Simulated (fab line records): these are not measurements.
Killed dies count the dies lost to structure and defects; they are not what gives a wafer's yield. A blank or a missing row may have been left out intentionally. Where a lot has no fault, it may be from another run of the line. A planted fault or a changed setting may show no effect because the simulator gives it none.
Problem report, 8D (eight disciplines) form, completed by code + flow n5Finfet + the parts of the form that need people (team, actions taken, sign-off) are left out

## 1. PROBLEM STATEMENT
stripTimeToEndpointS at N5_SDB_STRIP_22 reads a mean of 100.2 s on 1 wafer of 1 lot; wafers without a fault read 96.3 s with a standard deviation of 0.39. Relative to the usual mean, that is a shift of +10 standard deviations.
The step: strips in N2/H2.
Seen first at day 5 13:13 on plasmaAsher-02, wafer L344.3. The record holds 39 wafers of 13 lots with a number at this step. Rule for "out", or "out of limits": more than 4 standard deviations from the usual mean. The rest of the wafers with a number are treated as sound.

## 2. WHAT THIS IS AND IS NOT
| question                    | is                   | is not                                                                                                         |
|-----------------------------|----------------------|----------------------------------------------------------------------------------------------------------------|
| which readings at this step | stripTimeToEndpointS | drypumpMotorCurrentA, heaterPowerW, oesProductAu                                                               |
| which lots                  | L344                 | L337, L338, L339, L340, L343, L349, L354, L355, L356, L357, L359, L360                                         |
| which wafers of those lots  | L344.3               | L344.4, L344.6                                                                                                 |
| read on which tools         | plasmaAsher-02       | plasmaAsher-01                                                                                                 |
| when                        | from day 5 13:13     | up to then (14 sound wafers); but 24 sound wafers of L339, L349, L354, L355, L356, L357, L359, L360 came after |

## 3. THE SUSPECTS, EACH WITH WHAT RULES IT OUT
Counting: if a tool at a process step up to the reading ran every lot that is out, it stays a suspect. Sound lots after the first of them don't rule it out here, since some wafers of a struck lot are sound.
- pecvd-01 at N5_SDB_HM_DEP_00 (deposits SiNx from SiH4/NH3/N2, target thk 40 nm, time 35.3 s): kept. The lot that is out, L344, ran on it at day 5 12:17; the last sound lot it ran before that was L337, at day 3 19:35.
- rieDiel-06 at N5_SDB_DESCUM_16 (chemistry O2, time 7.9 s): kept. The lot that is out, L344, ran on it at day 5 12:52; the last sound lot it ran before that was L340, at day 4 12:04.
- rieDiel-06 at N5_SDB_HM_OPEN_20 (chemistry CH3F/O2, target SiNx, stops on poly-Si, target depth 24 nm): kept. The lot that is out, L344, ran on it at day 5 13:06; the last sound lot it ran before that was L340, at day 4 12:17.
- plasmaAsher-02 at N5_SDB_STRIP_22 (strips in N2/H2): kept. The lot that is out, L344, ran on it at day 5 13:13; the last sound lot it ran before that was L343, at day 5 05:36. On those wafers its own readings are out: stripTimeToEndpointS.
- rieDiel-06, N5_SDB_DESCUM_16: wafers that are out in chamber 1, sound lot-mates in chambers 2, 3.
- rieDiel-06, N5_SDB_HM_OPEN_20: wafers that are out in chamber 1, sound lot-mates in chambers 2, 3.
- At N5_SDB_STRIP_22 on plasmaAsher-02, chamber 1 took the sound wafers of the same lots and chamber 0 took the wafers that are out.
Left after counting: pecvd-01 at N5_SDB_HM_DEP_00, rieDiel-06 at N5_SDB_DESCUM_16, rieDiel-06 at N5_SDB_HM_OPEN_20, plasmaAsher-02 at N5_SDB_STRIP_22.

## 4. THE CAUSE (what the simulator had put in)
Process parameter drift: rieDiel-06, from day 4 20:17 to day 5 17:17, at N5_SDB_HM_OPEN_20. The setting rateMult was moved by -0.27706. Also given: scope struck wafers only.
After counting, 4 suspects remain, this tool included.

## 5. THE CHAIN OF EFFECTS, in route order
One row per reading whose mean, taken over the struck wafers that have a number, lies over 3 standard deviations from the usual. Scope: only readings with a usual standard deviation given in the record; hours: median across lots of the time from each lot's start at the first step in this table that gives one to its start at this step; sigmas: change in usual standard deviations.
| hours | step            | reading              | usual  | on struck wafers | change | sigmas |
|-------|-----------------|----------------------|--------|------------------|--------|--------|
| 0     | N5_SDB_STRIP_22 | stripTimeToEndpointS | 96.3 s | 100.2            | +3.9   | +10    |
The process steps in it:
- N5_SDB_STRIP_22: strips in N2/H2.
Later steps that measure or inspect, where all struck wafers having a row at the step show a number for every such reading and not one has moved that far: N5_BEOL_M4_RC_MEAS_101.

## 6. HOW IT WOULD HAVE BEEN CAUGHT EARLIER
The fault began at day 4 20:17; the first out-of-limits reading in this record came at day 5 13:13, 17 hours later.
Of the tool readings at N5_SDB_HM_OPEN_20 for which the record gives a usual standard deviation, none was out on any struck wafer, so an alarm limit of 4 standard deviations on them would not have fired.
By day 5 13:13, every lot that is out (1) had started N5_SDB_HM_OPEN_20 on rieDiel-06. Tool hold at that time: it would have spared none of them.
